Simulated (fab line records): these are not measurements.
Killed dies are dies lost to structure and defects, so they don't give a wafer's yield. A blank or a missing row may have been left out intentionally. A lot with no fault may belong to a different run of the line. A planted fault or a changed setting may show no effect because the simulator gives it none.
Which tool was responsible? | flow n5Finfet | 9 lots, 27 wafers sampled, at 6 steps of a route of 1938

== WHAT EACH GAUGE READ, for each wafer ==
N5_BEOL_M0_SAQP_OVL_MEAS_15. Usual: M0_CORE_OVL typically reads 0.1 nm, with standard deviation 0.73.
lot  | measured     | on         | M0_CORE_OVL (nm) | flag
L526 | day 5 09:24  | overlay-01 | 0.3 0.7 -0.1     | 
L533 | day 7 05:14  | overlay-02 | -0.4 0.4 0.9     | 
L534 | day 7 11:49  | overlay-02 | -1.2 -0.4 -1.2   | 
L535 | day 7 16:05  | overlay-02 | 0.8 -0.4 -0.4    | 
L536 | day 7 19:52  | overlay-01 | -0.7 0.8 -0.6    | 
L537 | day 8 03:59  | overlay-01 | 0.0 0.6 0.8      | 
L546 | day 10 12:30 | overlay-02 | -0.9 0.3 0.0     | 
L548 | day 11 03:13 | overlay-01 | -0.3 -0.5 0.1    | 
L549 | day 11 07:07 | overlay-02 | -0.6 -2.0 -0.2   | 

N5_BEOL_M0_SAQP_CD_MEAS_25: the cd target is 13.1 nm. Usual: cdNm 12.75 nm, standard deviation 0.23.
lot  | measured     | on       | cdNm (nm)         | flag
L526 | day 5 12:38  | cdSem-03 | 12.85 12.57 12.75 | 
L533 | day 7 07:20  | cdSem-01 | 12.41 12.48 13.05 | 
L534 | day 7 13:32  | cdSem-02 | 12.94 12.87 12.66 | 
L535 | day 7 18:32  | cdSem-03 | 4.05 4.13 3.70    | OFF
L536 | day 7 21:35  | cdSem-03 | 3.79 3.56 3.56    | OFF
L537 | day 8 05:47  | cdSem-01 | 4.04 3.82 3.80    | OFF
L546 | day 10 15:35 | cdSem-01 | 12.74 12.60 12.65 | 
L548 | day 11 06:22 | cdSem-03 | 12.56 12.83 12.85 | 
L549 | day 11 08:44 | cdSem-02 | 11.96 13.03 12.41 | 

N5_BEOL_M4_RC_MEAS_101. Usual: DIBL_N 36.4 mV/V, standard deviation 1.7; DIBL_P 36.4 mV/V, standard deviation 2.1; IOFF_N 0.16 nA/um, standard deviation 0.035; IOFF_P 0.21 nA/um, standard deviation 0.035; ION_N 680 uA/um, standard deviation 11; ION_P 465 uA/um, standard deviation 6.8; SS_N 71.5 mV/dec, standard deviation 0.58; SS_P 73.2 mV/dec, standard deviation 0.72; VT_N 249 mV, standard deviation 3.6; VT_P -250 mV, standard deviation 3.1.
lot  | measured     | on        | DIBL_N (mV/V)  | DIBL_P (mV/V)  | IOFF_N (nA/um) | IOFF_P (nA/um) | ION_N (uA/um) | ION_P (uA/um) | SS_N (mV/dec)  | SS_P (mV/dec)  | VT_N (mV)   | VT_P (mV)      | flag
L526 | day 8 12:06  | prober-02 | 38.5 37.1 36.7 | 37.3 34.6 34.6 | 0.18 0.14 0.14 | 0.21 0.17 0.15 | 693 685 668   | 464 461 447   | 71.5 71.3 71.4 | 73.9 73.2 73.4 | 246 253 253 | -248 -254 -254 | 
L533 | day 10 00:14 | prober-02 | 36.7 32.4 36.7 | 38.2 33.1 37.7 | 0.19 0.12 0.19 | 0.24 0.16 0.23 | 682 671 682   | 472 461 465   | 72.0 71.7 71.5 | 74.0 72.1 73.9 | 244 254 246 | -249 -253 -250 | 
L534 | day 9 23:12  | prober-02 | 34.2 34.8 37.7 | 34.4 34.9 37.7 | 0.13 0.14 0.18 | 0.18 0.18 0.22 | 689 675 695   | 466 465 468   | 70.7 72.1 71.9 | 72.2 72.0 72.7 | 251 251 248 | -254 -253 -252 | 
L546 | day 13 14:23 | prober-01 | 36.7 35.4 35.4 | 38.0 35.9 36.5 | 0.19 0.17 0.18 | 0.23 0.19 0.19 | 681 684 690   | 460 460 466   | 71.7 71.5 71.6 | 73.4 73.1 73.5 | 245 246 248 | -249 -253 -254 | 
L548 | day 13 18:07 | prober-01 | 38.1 36.0 34.3 | 38.2 34.8 33.1 | 0.17 0.14 0.12 | 0.26 0.20 0.18 | 678 674 669   | 476 470 466   | 71.5 71.9 70.5 | 74.7 72.7 72.2 | 251 252 254 | -248 -250 -251 | 
L549 | day 13 21:46 | prober-01 | 36.0 34.6 38.6 | 36.2 33.8 39.1 | 0.16 0.12 0.21 | 0.23 0.19 0.28 | 678 665 692   | 470 464 469   | 71.7 71.1 72.3 | 72.8 72.1 74.4 | 248 252 247 | -249 -251 -247 | 

== EACH LOT AND THE TOOL THAT RAN IT (in order: tool; ch and the chambers of the sampled wafers; start) ==
lot  | N5_BEOL_M0_SAQP_PECVD_96        | N5_BEOL_M0_SAQP_SPACER1_ALD_98  | N5_BEOL_M0_SAQP_STRIP_108
L526 | pecvd-02 ch 0,1,2, day 5 08:43  | aldSin-03 ch 1,2, day 5 11:58   | rieDiel-06 ch 1,2,3, day 5 13:26
L533 | pecvd-02 ch 0,1,2, day 7 04:32  | aldSin-03 ch 1,2, day 7 06:38   | rieDiel-05 ch 0,2,3, day 7 08:08
L534 | pecvd-04 ch 1,2, day 7 11:15    | aldSin-03 ch 0,1,2, day 7 12:51 | rieDiel-06 ch 0,3, day 7 14:20
L535 | pecvd-04 ch 1,2, day 7 15:31    | aldSin-03 ch 0,1,2, day 7 17:52 | rieDiel-06 ch 0,1,3, day 7 19:31
L536 | pecvd-02 ch 0,2, day 7 19:10    | aldSin-03 ch 0,2,3, day 7 20:48 | rieDiel-06 ch 1,2,3, day 7 22:32
L537 | pecvd-04 ch 0,1, day 8 03:17    | aldSin-03 ch 0,3, day 8 05:07   | rieDiel-03 ch 0,1, day 8 06:36
L546 | pecvd-04 ch 0,1, day 10 11:43   | aldSin-01 ch 0,3, day 10 14:55  | rieDiel-03 ch 1,2, day 10 16:24
L548 | pecvd-04 ch 0,1,2, day 11 02:38 | aldSin-04 ch 0,1, day 11 05:35  | rieDiel-03 ch 0,1,2, day 11 07:10
L549 | pecvd-03 ch 0,1,2, day 11 06:25 | aldSin-03 ch 0,1, day 11 08:03  | rieDiel-06 ch 2,3, day 11 09:39
- N5_BEOL_M0_SAQP_PECVD_96: deposits a-Si from SiH4/He, target thk 45 nm, time 45.2 s.
- N5_BEOL_M0_SAQP_SPACER1_ALD_98: deposits SiO2, target thk 12.8 nm, pulse time 1 s, purge time 2 s.
- N5_BEOL_M0_SAQP_STRIP_108: strips in N2/H2.

== AS READ BY THE TOOLS THEMSELVES (means over the sampled wafers that have a number; for cases with no such wafer, the mark the record gives instead) ==
N5_BEOL_M0_SAQP_PECVD_96. Usual: heaterPowerW 634 W, standard deviation 57; showerheadPlenumPTorr 5.71 Torr, standard deviation 0.057; showerheadVppV 613 V, standard deviation 40; throttleValvePct 17.8 %, standard deviation 0.75.
lot  | tool     | heaterPowerW (W) | showerheadPlenumPTorr (Torr) | showerheadVppV (V) | throttleValvePct (%) | flag
L526 | pecvd-02 | 573              | 5.75                         | 594                | 18.1                 | 
L533 | pecvd-02 | 607              | 5.76                         | 594                | 18.0                 | 
L534 | pecvd-04 | 674              | 5.63                         | 656                | 17.9                 | 
L535 | pecvd-04 | 678              | 5.63                         | 649                | 17.9                 | 
L536 | pecvd-02 | 608              | 5.75                         | 574                | 17.6                 | 
L537 | pecvd-04 | 635              | 5.69                         | 594                | 17.5                 | 
L546 | pecvd-04 | 695              | 5.68                         | 620                | 17.6                 | 
L548 | pecvd-04 | 668              | 5.66                         | 634                | 17.3                 | 
L549 | pecvd-03 | 619              | 5.67                         | 635                | 17.8                 | 

N5_BEOL_M0_SAQP_SPACER1_ALD_98. Usual: heaterPowerW 478 W, standard deviation 37; precursorPulseHeightRel 0.999, standard deviation 0.02.
lot  | tool      | heaterPowerW (W) | precursorPulseHeightRel | flag
L526 | aldSin-03 | 486              | 1.015                   | 
L533 | aldSin-03 | 487              | 0.980                   | 
L534 | aldSin-03 | 465              | 1.005                   | 
L535 | aldSin-03 | 472              | 1.004                   | 
L536 | aldSin-03 | 476              | 0.996                   | 
L537 | aldSin-03 | 484              | 1.003                   | 
L546 | aldSin-01 | 479              | 0.986                   | 
L548 | aldSin-04 | 487              | 0.985                   | 
L549 | aldSin-03 | 480              | 1.004                   | 

N5_BEOL_M0_SAQP_STRIP_108. Usual: drypumpMotorCurrentA 5.42 A, standard deviation 0.28; oesProductAu 0.76 a.u., standard deviation 0.089; rfVppV 122.1 V, standard deviation 0.99; showerheadPlenumPTorr 3.41 Torr, standard deviation 0.081; throttleValvePct 19.0 %, standard deviation 0.48.
lot  | tool       | drypumpMotorCurrentA (A) | oesProductAu (a.u.) | rfVppV (V) | showerheadPlenumPTorr (Torr) | throttleValvePct (%) | flag
L526 | rieDiel-06 | 5.58                     | 0.73                | 122.2      | 3.40                         | 19.3                 | 
L533 | rieDiel-05 | 5.34                     | 0.71                | 121.9      | 3.42                         | 19.3                 | 
L534 | rieDiel-06 | 5.16                     | 0.74                | 122.5      | 3.47                         | 19.0                 | 
L535 | rieDiel-06 | 5.29                     | 0.72                | 123.0      | 3.44                         | 19.0                 | 
L536 | rieDiel-06 | 5.57                     | 0.71                | 121.5      | 3.39                         | 19.4                 | 
L537 | rieDiel-03 | 5.52                     | 0.80                | 122.0      | 3.46                         | 18.4                 | 
L546 | rieDiel-03 | 5.29                     | 0.72                | 122.9      | 3.37                         | 19.2                 | 
L548 | rieDiel-03 | 5.49                     | 0.72                | 122.7      | 3.38                         | 18.8                 | 
L549 | rieDiel-06 | 5.72                     | 0.72                | 121.5      | 3.36                         | 19.8                 | 

== THE ANSWER, worked out from the rows above alone ==
Rule: take the mean of a lot's wafers that have a number; if it is more than 3 standard deviations from the usual mean, the lot is off. Also off: a lot with no number at a reading for which 4 or more lots have one. The other lots that the step has rows for count as sound. First the gauges in route order, then the tools' own readings, where a lot's mean is used as printed above. At the first step where some lot is off, the reading lying furthest off is the one used; lots without a number count as furthest.
Off: L535, L536, L537 (N5_BEOL_M0_SAQP_CD_MEAS_25, cdNm).
A tool fits if, at a process step before that reading, it ran every lot that is off, and no sound lot after the first of them. Gauges at N5_BEOL_M0_SAQP_CD_MEAS_25: tried the same way as those tools. None of those tried fits.

== WHAT THE SIMULATOR PUT IN ==
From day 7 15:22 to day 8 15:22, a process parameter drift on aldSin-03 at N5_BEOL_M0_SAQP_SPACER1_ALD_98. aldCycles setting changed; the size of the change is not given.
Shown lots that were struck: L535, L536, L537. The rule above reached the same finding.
